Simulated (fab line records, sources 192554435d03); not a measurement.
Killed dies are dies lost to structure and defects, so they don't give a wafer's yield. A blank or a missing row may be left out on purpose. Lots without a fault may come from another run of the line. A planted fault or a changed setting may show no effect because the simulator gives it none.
Split-lot experiment | flow n5_finfet | 7 lots, 21 wafers read, on a route of 1938 steps

THE SPLIT
At N5_MOL_CONTACT_COAG_VIA_ETCH_117 (etches SiO2 in C4F6/O2, target depth 40 nm, overetch 8 nm, time 26 s), the setting bias_w was moved away from the recipe's 455 W on 7 of the 21 wafers read, by -16.5% to +17.7%. The other wafers ran this setting at the recipe's value.

The reading is taken at the split's own step.

THE READING
rf_vpp_V, in V, at N5_MOL_CONTACT_COAG_VIA_ETCH_117 (etches SiO2 in C4F6/O2, target depth 40 nm, overetch 8 nm, time 26 s). Fault-free wafers of this fab line usually give 1593 V, standard deviation 35 V.

wafer  | tool, chamber at the split | bias_w as run, W | against the recipe | rf_vpp_V, V | against lot-mates on the recipe
L074.1 | rie_diel-05, 3             | 455              | recipe             | 1604        | -
L074.2 | rie_diel-05, 0             | 380              | -16.5%             | 1411        | -198
L074.5 | rie_diel-05, 0             | 455              | recipe             | 1614        | -
L078.1 | rie_diel-03, 2             | 455              | recipe             | 1588        | -
L078.3 | rie_diel-03, 1             | 455              | recipe             | 1612        | -
L078.4 | rie_diel-03, 0             | 455              | recipe             | 1615        | -
L079.1 | rie_diel-03, 1             | 455              | recipe             | 1611        | -
L079.2 | rie_diel-03, 0             | 501.6            | +10.2%             | 1736        | +125
L079.6 | rie_diel-03, 3             | 501.6            | +10.2%             | 1647        | +36
L080.4 | rie_diel-05, 2             | 455              | recipe             | 1647        | -
L080.5 | rie_diel-05, 1             | 455              | recipe             | 1646        | -
L080.6 | rie_diel-05, 2             | 455              | recipe             | 1646        | -
L084.2 | rie_diel-03, 1             | 455              | recipe             | 1611        | -
L084.3 | rie_diel-03, 0             | 455              | recipe             | 1615        | -
L084.4 | rie_diel-03, 2             | 455              | recipe             | 1586        | -
L089.2 | rie_diel-03, 0             | 516.9            | +13.6%             | 1775        | +243
L089.3 | rie_diel-03, 1             | 516.9            | +13.6%             | 1771        | +239
L089.4 | rie_diel-03, 3             | 455              | recipe             | 1532        | -
L091.1 | rie_diel-03, 3             | 535.4            | +17.7%             | 1728        | +143
L091.2 | rie_diel-03, 1             | 535.4            | +17.7%             | 1816        | +231
L091.6 | rie_diel-03, 2             | 455              | recipe             | 1585        | -

THE FIT
A straight line over all 21 wafers: rf_vpp_V changes by +10.5 V for each +1% of bias_w; r = +0.93; the points scatter about the line by 35 V.
The same after taking each lot's own level away (the mean of its wafers on the recipe; 21 wafers): +12.2 V for each +1%; r = +0.94; scatter 37 V.
On that fit, the largest move of bias_w shifts the reading by 2.2e+02 V.
The lots' own levels span 1532.0 to 1646.3 V, that is 3.3 times the standard deviation above.
So the lot-to-lot level changes the slope: the two fits differ.
Check: with one of the wafers moved furthest among these (+17.7%) left out of the fit, the line predicts +236 V for it against its lot-mates. It came out at +143 V against them.
Tool readings at the split's step, against how far the setting was moved: rf_vpp_V r = +0.93.

OTHER SPLITS ON THESE WAFERS
These wafers also went through other splits before the reading. Each is held against what the fit with the lots' levels taken away leaves over:
other split on the same wafers | wafers away from the commonest value | r with rf_vpp_V (lot level and that fit taken away)
N5_ILD0_ALD_15 ald_cycles      | 6                                    | +0.38
N5_GATE_CUT_ETCH_58 time_s     | 7                                    | +0.25
N5_GATE_CUT_COAT_27 spin_rpm   | 4                                    | -0.27
N5_GATE_CUT_COAT_07 spin_rpm   | 4                                    | -0.15

THE FILE'S OWN FIT
rf_vpp_V changes by +12.2 V for each +1% of bias_w, r = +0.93.
